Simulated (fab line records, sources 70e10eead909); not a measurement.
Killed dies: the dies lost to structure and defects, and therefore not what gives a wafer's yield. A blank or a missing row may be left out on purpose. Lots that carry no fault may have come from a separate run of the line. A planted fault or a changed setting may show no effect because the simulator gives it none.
Which tool is to blame? :: flow nandHarc :: 12 lots with 36 wafers sampled at 5 steps, on a route of 1159 steps

WHAT THE GAUGES SHOWED, per wafer
NHARC_END_SORT_01. Usual: killedAtArray 26, standard deviation 9.7; killedAtOther 1.0, standard deviation 1.2; killedAtPeriphery 3.9, standard deviation 2.6; killedDies 31, standard deviation 9.7; killedOpen 3.2, standard deviation 1.8; killedShort 2.0, standard deviation 1.3.
lot: L209
measured: day 22 14:55
on: prober-02
killedAtArray: 92 101 93
killedAtOther: 0 1 2
killedAtPeriphery: 1 3 4
killedDies: 93 105 99
killedOpen: 2 1 3
killedShort: 1 2 4
flag: OFF

lot: L205
measured: day 22 17:15
on: prober-02
killedAtArray: 90 89 88
killedAtOther: 0 0 0
killedAtPeriphery: 1 2 1
killedDies: 91 91 89
killedOpen: 1 3 4
killedShort: 1 2 2
flag: OFF

WHAT TOOL EACH LOT RAN ON (gives the tool, then ch and the chambers of the sampled wafers, and finally the start)
lot: L198
NHARC_A_BONDPAD_ETCH_24: rieDiel-13 ch 0,3, day 18 01:20 or earlier
NHARC_A_BONDPAD_DEGAS_25: pvdSputter-03, day 18 01:20
NHARC_A_BONDPAD_ECD_18: ecdCu-01 ch 1, day 18 01:42
NHARC_THIN_TSV_ETCH_44: rieDiel-06 ch 0,1,2, day 18 21:39

lot: L201
NHARC_A_BONDPAD_ETCH_24: rieDiel-03 ch 0,1, day 18 03:13 or earlier
NHARC_A_BONDPAD_DEGAS_25: pvdSputter-03, day 18 03:13
NHARC_A_BONDPAD_ECD_18: ecdCu-01 ch 0,1, day 18 03:40
NHARC_THIN_TSV_ETCH_44: rieDiel-08 ch 0,1,2, day 18 20:29

lot: L200
NHARC_A_BONDPAD_ETCH_24: rieDiel-03 ch 0,1,2, day 18 06:57 or earlier
NHARC_A_BONDPAD_DEGAS_25: pvdSputter-02, day 18 06:57
NHARC_A_BONDPAD_ECD_18: ecdCu-02 ch 0,1, day 18 07:22
NHARC_THIN_TSV_ETCH_44: rieDiel-08 ch 0,1,2, day 18 23:55

lot: L202
NHARC_A_BONDPAD_ETCH_24: rieDiel-11 ch 0,1,2, day 18 12:11 or earlier
NHARC_A_BONDPAD_DEGAS_25: pvdSputter-03, day 18 12:11
NHARC_A_BONDPAD_ECD_18: ecdCu-01 ch 0,1, day 18 12:32
NHARC_THIN_TSV_ETCH_44: rieDiel-06 ch 1,3, day 19 07:22

lot: L203
NHARC_A_BONDPAD_ETCH_24: rieDiel-03 ch 0,1,3, day 19 15:35 or earlier
NHARC_A_BONDPAD_DEGAS_25: pvdSputter-01, day 19 15:35
NHARC_A_BONDPAD_ECD_18: ecdCu-02 ch 0,1, day 19 15:58
NHARC_THIN_TSV_ETCH_44: rieDiel-06 ch 0,2,3, day 20 07:11

lot: L208
NHARC_A_BONDPAD_ETCH_24: rieDiel-03 ch 0,1, day 19 20:42 or earlier
NHARC_A_BONDPAD_DEGAS_25: pvdSputter-02, day 19 20:42
NHARC_A_BONDPAD_ECD_18: ecdCu-02 ch 0,1, day 19 21:10
NHARC_THIN_TSV_ETCH_44: rieDiel-10 ch 2,3, day 20 11:35

lot: L204
NHARC_A_BONDPAD_ETCH_24: rieDiel-11 ch 0,2,3, day 20 03:21 or earlier
NHARC_A_BONDPAD_DEGAS_25: pvdSputter-02, day 20 03:21
NHARC_A_BONDPAD_ECD_18: ecdCu-01 ch 0,1, day 20 03:50
NHARC_THIN_TSV_ETCH_44: rieDiel-06 ch 2,3, day 20 17:41

lot: L207
NHARC_A_BONDPAD_ETCH_24: rieDiel-03 ch 0,1, day 20 07:00 or earlier
NHARC_A_BONDPAD_DEGAS_25: pvdSputter-01, day 20 07:00
NHARC_A_BONDPAD_ECD_18: ecdCu-01 ch 0,1, day 20 07:21
NHARC_THIN_TSV_ETCH_44: rieDiel-08 ch 1,2, day 20 20:08

lot: L209
NHARC_A_BONDPAD_ETCH_24: rieDiel-03 ch 0,2,3, day 21 09:43 or earlier
NHARC_A_BONDPAD_DEGAS_25: pvdSputter-02, day 21 09:43
NHARC_A_BONDPAD_ECD_18: ecdCu-01 ch 0,1, day 21 10:05
NHARC_THIN_TSV_ETCH_44: rieDiel-10 ch 2,3, day 21 23:34

lot: L205
NHARC_A_BONDPAD_ETCH_24: rieDiel-03 ch 0,2,3, day 21 14:14 or earlier
NHARC_A_BONDPAD_DEGAS_25: pvdSputter-01, day 21 14:14
NHARC_A_BONDPAD_ECD_18: ecdCu-01 ch 0,1, day 21 14:43
NHARC_THIN_TSV_ETCH_44: rieDiel-06 ch 0,1,2, day 22 04:01

lot: L216
NHARC_A_BONDPAD_ETCH_24: rieDiel-03 ch 1,2, day 22 15:07 or earlier
NHARC_A_BONDPAD_DEGAS_25: pvdSputter-03, day 22 15:07
NHARC_A_BONDPAD_ECD_18: ecdCu-02 ch 0,1, day 22 15:34
NHARC_THIN_TSV_ETCH_44: rieDiel-06 ch 0,2, day 23 05:41

lot: L217
NHARC_A_BONDPAD_ETCH_24: rieDiel-13 ch 0,2,3, day 22 17:59 or earlier
NHARC_A_BONDPAD_DEGAS_25: pvdSputter-03, day 22 17:59
NHARC_A_BONDPAD_ECD_18: ecdCu-02 ch 0,1, day 22 18:23
NHARC_THIN_TSV_ETCH_44: rieDiel-08 ch 1,2,3, day 23 06:47
- NHARC_A_BONDPAD_ETCH_24: etches the open film in CF4/N2, target depth 30 nm, time 72.99 s.
- NHARC_A_BONDPAD_DEGAS_25: time 60 s.
- NHARC_A_BONDPAD_ECD_18: material Cu, target thk 400 nm.
- NHARC_THIN_TSV_ETCH_44: etches the open film in CF4/O2, target depth 1594.2 nm, time 797.1 s.

AS READ BY THE TOOLS THEMSELVES (means over the sampled wafers that have a number; for cases with no such wafer, the mark the record gives instead)
NHARC_A_BONDPAD_ETCH_24. Usual: drypumpMotorCurrentA 5.7 A, standard deviation 0.44; oesProductAu 1.000 a.u., standard deviation 0.014; rfVppV 315.0 V, standard deviation 2; showerheadPlenumPTorr 2.68 Torr, standard deviation 0.11; throttleValvePct 19.794 %, standard deviation 0.0094.
lot: L198
tool: rieDiel-13
drypumpMotorCurrentA (A): 5.8
oesProductAu (a.u.): 1.015
rfVppV (V): 315.9
showerheadPlenumPTorr (Torr): 2.76
throttleValvePct (%): 19.793
flag: 

lot: L201
tool: rieDiel-03
drypumpMotorCurrentA (A): 5.3
oesProductAu (a.u.): 1.002
rfVppV (V): 314.7
showerheadPlenumPTorr (Torr): 2.67
throttleValvePct (%): 19.799
flag: 

lot: L200
tool: rieDiel-03
drypumpMotorCurrentA (A): 5.5
oesProductAu (a.u.): 0.996
rfVppV (V): 315.1
showerheadPlenumPTorr (Torr): 2.65
throttleValvePct (%): 19.795
flag: 

lot: L202
tool: rieDiel-11
drypumpMotorCurrentA (A): 5.8
oesProductAu (a.u.): 0.987
rfVppV (V): 314.9
showerheadPlenumPTorr (Torr): 2.65
throttleValvePct (%): 19.803
flag: 

lot: L203
tool: rieDiel-03
drypumpMotorCurrentA (A): 5.6
oesProductAu (a.u.): 1.005
rfVppV (V): 314.7
showerheadPlenumPTorr (Torr): 2.68
throttleValvePct (%): 19.796
flag: 

lot: L208
tool: rieDiel-03
drypumpMotorCurrentA (A): 5.3
oesProductAu (a.u.): 1.006
rfVppV (V): 314.7
showerheadPlenumPTorr (Torr): 2.67
throttleValvePct (%): 19.791
flag: 

lot: L204
tool: rieDiel-11
drypumpMotorCurrentA (A): 5.7
oesProductAu (a.u.): 1.002
rfVppV (V): 313.7
showerheadPlenumPTorr (Torr): 2.62
throttleValvePct (%): 19.794
flag: 

lot: L207
tool: rieDiel-03
drypumpMotorCurrentA (A): 5.4
oesProductAu (a.u.): 1.006
rfVppV (V): 314.8
showerheadPlenumPTorr (Torr): 2.67
throttleValvePct (%): 19.790
flag: 

lot: L209
tool: rieDiel-03
drypumpMotorCurrentA (A): 5.7
oesProductAu (a.u.): 0.993
rfVppV (V): 315.2
showerheadPlenumPTorr (Torr): 2.66
throttleValvePct (%): 19.800
flag: 

lot: L205
tool: rieDiel-03
drypumpMotorCurrentA (A): 5.8
oesProductAu (a.u.): 0.997
rfVppV (V): 314.1
showerheadPlenumPTorr (Torr): 2.66
throttleValvePct (%): 19.793
flag: 

lot: L216
tool: rieDiel-03
drypumpMotorCurrentA (A): 5.5
oesProductAu (a.u.): 1.000
rfVppV (V): 315.9
showerheadPlenumPTorr (Torr): 2.71
throttleValvePct (%): 19.798
flag: 

lot: L217
tool: rieDiel-13
drypumpMotorCurrentA (A): 6.1
oesProductAu (a.u.): 1.024
rfVppV (V): 316.5
showerheadPlenumPTorr (Torr): 2.77
throttleValvePct (%): 19.787
flag: 

NHARC_A_BONDPAD_DEGAS_25. Usual: heaterPowerW 483 W, standard deviation 58; susceptorTempC 300.03 C, standard deviation 0.18.
lot: L198
tool: pvdSputter-03
heaterPowerW (W): 438
susceptorTempC (C): 300.07
flag: 

lot: L201
tool: pvdSputter-03
heaterPowerW (W): 509
susceptorTempC (C): 300.10
flag: 

lot: L200
tool: pvdSputter-02
heaterPowerW (W): 564
susceptorTempC (C): 300.02
flag: 

lot: L202
tool: pvdSputter-03
heaterPowerW (W): 423
susceptorTempC (C): 300.00
flag: 

lot: L203
tool: pvdSputter-01
heaterPowerW (W): 471
susceptorTempC (C): 300.00
flag: 

lot: L208
tool: pvdSputter-02
heaterPowerW (W): 509
susceptorTempC (C): 299.97
flag: 

lot: L204
tool: pvdSputter-02
heaterPowerW (W): 587
susceptorTempC (C): 299.75
flag: 

lot: L207
tool: pvdSputter-01
heaterPowerW (W): 487
susceptorTempC (C): 300.13
flag: 

lot: L209
tool: pvdSputter-02
heaterPowerW (W): 527
susceptorTempC (C): -
flag: OFF

lot: L205
tool: pvdSputter-01
heaterPowerW (W): 470
susceptorTempC (C): 300.13
flag: 

lot: L216
tool: pvdSputter-03
heaterPowerW (W): 465
susceptorTempC (C): -
flag: OFF

lot: L217
tool: pvdSputter-03
heaterPowerW (W): 470
susceptorTempC (C): 299.96
flag: 

NHARC_THIN_TSV_ETCH_44. Usual: drypumpMotorCurrentA 5.5 A, standard deviation 0.52; o2FlowSccm 10.00 sccm, standard deviation 0.03; oesProductAu 1.002 a.u., standard deviation 0.012; rfVppV 795 V, standard deviation 4.6; showerheadPlenumPTorr 1.85 Torr, standard deviation 0.072; throttleValvePct 16.913 %, standard deviation 0.0091.
lot: L198
tool: rieDiel-06
drypumpMotorCurrentA (A): 5.2
o2FlowSccm (sccm): 10.02
oesProductAu (a.u.): 1.008
rfVppV (V): 798
showerheadPlenumPTorr (Torr): 1.89
throttleValvePct (%): 16.919
flag: 

lot: L201
tool: rieDiel-08
drypumpMotorCurrentA (A): 5.7
o2FlowSccm (sccm): 9.99
oesProductAu (a.u.): 0.985
rfVppV (V): 792
showerheadPlenumPTorr (Torr): 1.80
throttleValvePct (%): 16.910
flag: 

lot: L200
tool: rieDiel-08
drypumpMotorCurrentA (A): 5.6
o2FlowSccm (sccm): 10.02
oesProductAu (a.u.): 0.992
rfVppV (V): 792
showerheadPlenumPTorr (Torr): 1.80
throttleValvePct (%): 16.911
flag: 

lot: L202
tool: rieDiel-06
drypumpMotorCurrentA (A): 5.3
o2FlowSccm (sccm): 9.99
oesProductAu (a.u.): 1.017
rfVppV (V): 798
showerheadPlenumPTorr (Torr): 1.89
throttleValvePct (%): 16.913
flag: 

lot: L203
tool: rieDiel-06
drypumpMotorCurrentA (A): 5.7
o2FlowSccm (sccm): 10.00
oesProductAu (a.u.): 1.001
rfVppV (V): 796
showerheadPlenumPTorr (Torr): 1.86
throttleValvePct (%): 16.923
flag: 

lot: L208
tool: rieDiel-10
drypumpMotorCurrentA (A): 5.7
o2FlowSccm (sccm): 9.99
oesProductAu (a.u.): 1.011
rfVppV (V): 791
showerheadPlenumPTorr (Torr): 1.78
throttleValvePct (%): 16.918
flag: 

lot: L204
tool: rieDiel-06
drypumpMotorCurrentA (A): 5.9
o2FlowSccm (sccm): 10.00
oesProductAu (a.u.): 0.979
rfVppV (V): 793
showerheadPlenumPTorr (Torr): 1.81
throttleValvePct (%): 16.913
flag: 

lot: L207
tool: rieDiel-08
drypumpMotorCurrentA (A): 5.9
o2FlowSccm (sccm): 10.01
oesProductAu (a.u.): 1.006
rfVppV (V): 790
showerheadPlenumPTorr (Torr): 1.76
throttleValvePct (%): 16.908
flag: 

lot: L209
tool: rieDiel-10
drypumpMotorCurrentA (A): 6.0
o2FlowSccm (sccm): 9.99
oesProductAu (a.u.): 0.997
rfVppV (V): 790
showerheadPlenumPTorr (Torr): 1.78
throttleValvePct (%): 16.919
flag: 

lot: L205
tool: rieDiel-06
drypumpMotorCurrentA (A): 5.2
o2FlowSccm (sccm): 10.00
oesProductAu (a.u.): 1.001
rfVppV (V): 798
showerheadPlenumPTorr (Torr): 1.89
throttleValvePct (%): 16.921
flag: 

lot: L216
tool: rieDiel-06
drypumpMotorCurrentA (A): 5.3
o2FlowSccm (sccm): 10.00
oesProductAu (a.u.): 0.995
rfVppV (V): 799
showerheadPlenumPTorr (Torr): 1.90
throttleValvePct (%): 16.908
flag: 

lot: L217
tool: rieDiel-08
drypumpMotorCurrentA (A): 5.6
o2FlowSccm (sccm): 10.01
oesProductAu (a.u.): 1.004
rfVppV (V): 791
showerheadPlenumPTorr (Torr): 1.78
throttleValvePct (%): 16.914
flag: 

THE ANSWER, worked out from the rows above alone
Rule: lot off if the mean of its wafers having a number is beyond 3 standard deviations from the usual mean. Also off: a lot with no number at a reading for which 4 or more lots have one. Where the step has rows for the other lots, those lots are counted as sound. The gauges are gone through in route order, then the tools' own readings, and for those a lot's mean is taken as printed above. The first step at which some lot is off is used, and at that step the reading that is off furthest; a lot without a number counts as furthest.
Off: L209, L205, at NHARC_END_SORT_01 (killedAtArray). Neither off nor sound, because the step has no rows for them: L198, L201, L200, L202, L203, L208, L204, L207, L216, L217.
If a tool, at a process step before that reading, ran all the lots that are off and no sound lot after the first of them, it fits. Those tools and the gauges at NHARC_END_SORT_01 are tried in the same way. With no start given for some of its lots, NHARC_A_BONDPAD_ETCH_24 uses the hours and lot order of NHARC_A_BONDPAD_DEGAS_25. Can't be told from this: 3 tools fit, rieDiel-03 at NHARC_A_BONDPAD_ETCH_24, ecdCu-01 at NHARC_A_BONDPAD_ECD_18, prober-02 at NHARC_END_SORT_01.

WHAT WAS PUT IN BY THE SIMULATOR
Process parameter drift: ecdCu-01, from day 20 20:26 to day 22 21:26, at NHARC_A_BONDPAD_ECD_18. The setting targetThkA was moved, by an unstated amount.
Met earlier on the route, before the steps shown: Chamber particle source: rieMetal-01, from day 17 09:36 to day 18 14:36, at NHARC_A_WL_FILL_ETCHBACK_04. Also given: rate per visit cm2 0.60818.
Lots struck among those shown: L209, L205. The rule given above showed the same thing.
